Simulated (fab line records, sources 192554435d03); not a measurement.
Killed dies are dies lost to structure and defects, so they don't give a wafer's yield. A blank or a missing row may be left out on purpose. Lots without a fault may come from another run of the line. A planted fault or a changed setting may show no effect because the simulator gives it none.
One fault seen from 2 desks | flow n5_finfet | each desk has only its own numbers; what lay behind them comes last

THE METROLOGY DESK
What the gauges read, lot by lot, whatever tool the lot ran on: means of the sampled wafers that have a number. A lot is out of limits, marked OUT, if its mean lies more than 4 standard deviations from the usual mean; the brackets give that distance. Of its 10 readings 7 are shown: those that lie furthest out on some lot.
Columns: A = DIBL_P at N5_BEOL_M4_RC_MEAS_101, usual 37.3 mV/V; B = IOFF_P at N5_BEOL_M4_RC_MEAS_101, usual 0.23 nA/um; C = ION_N at N5_BEOL_M4_RC_MEAS_101, usual 675 uA/um; D = ION_P at N5_BEOL_M4_RC_MEAS_101, usual 460 uA/um; E = SS_P at N5_BEOL_M4_RC_MEAS_101, usual 73.6 mV/dec; F = VT_N at N5_BEOL_M4_RC_MEAS_101, usual 249 mV; G = VT_P at N5_BEOL_M4_RC_MEAS_101, usual -250 mV
lot  | first seen here | A    | B    | C   | D   | E    | F   | G
L956 | day 8 02:19     | 38.6 | 0.24 | 677 | 456 | 74.9 | 248 | -249
L957 | day 8 05:23     | 37.1 | 0.23 | 668 | 460 | 73.8 | 249 | -251
L961 | day 9 08:11     | 39.0 | 0.24 | 693 | 468 | 73.9 | 249 | -252
L963 | day 10 05:55    | 40.1 | 0.27 | 684 | 470 | 74.5 | 248 | -247
L964 | day 10 06:52    | 38.7 | 0.30 | 688 | 470 | 73.7 | 247 | -244
L965 | day 10 09:41    | 32.9 | 0.19 | 668 | 465 | 72.6 | 254 | -249
L966 | day 10 19:25    | 36.2 | 0.20 | 660 | 454 | 73.4 | 250 | -251
L972 | day 12 22:21    | 33.6 | 0.16 | 657 | 447 | 72.9 | 252 | -255
L974 | day 13 00:56    | 33.8 | 0.19 | 674 | 459 | 72.8 | 252 | -252
L977 | day 14 07:43    | 38.9 | 0.27 | 681 | 468 | 73.9 | 248 | -247
This desk's finding: nothing out of limits on any of the 10 lots.

THE TOOL OWNER'S DESK: litho_track-02
The tool's own readings at N5_BEOL_M0_SAQP_COAT_82 (time 60 s, resist thk 30 nm): means of the sampled wafers that have a number, for each lot that ran on this tool. A lot is out of limits, marked OUT, if its mean lies more than 4 standard deviations from the usual mean; the brackets give that distance.
Columns: A = dispense_pressure_kPa at N5_BEOL_M0_SAQP_COAT_82, usual 50.1 kPa; B = run_length_s at N5_BEOL_M0_SAQP_COAT_82, usual 66.08 s
lot  | first seen here | A    | B
L961 | day 7 02:38     | 51.0 | 66.06
L963 | day 7 12:17     | 51.0 | 65.95
L965 | day 7 19:26     | 51.0 | 71.12 (+34) OUT
L966 | day 8 04:58     | 51.0 | 73.78 (+51) OUT
This desk's finding: out of limits on L965, L966; first on L965, day 7 19:26 (run_length_s at N5_BEOL_M0_SAQP_COAT_82). In limits: L961, L963.

PUT TOGETHER
The tool owner's desk could have raised an alarm at day 7 19:26, on L965, L966.
The metrology desk saw nothing out of limits.
The metrology desk has L965, L966 on record, within its limits.
Of the lots named, all ran N5_BEOL_M0_SAQP_COAT_82 on litho_track-02.

WHAT THE SIMULATOR HAD PUT IN
Process parameter drift: litho_track-02, from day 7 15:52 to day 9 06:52, at N5_BEOL_M0_SAQP_COAT_82. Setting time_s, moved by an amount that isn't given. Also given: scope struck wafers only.
Lots struck among those shown: L965, L966.
Hours from the fault's start to each desk's first reading out of limits: the tool owner's desk, 4.
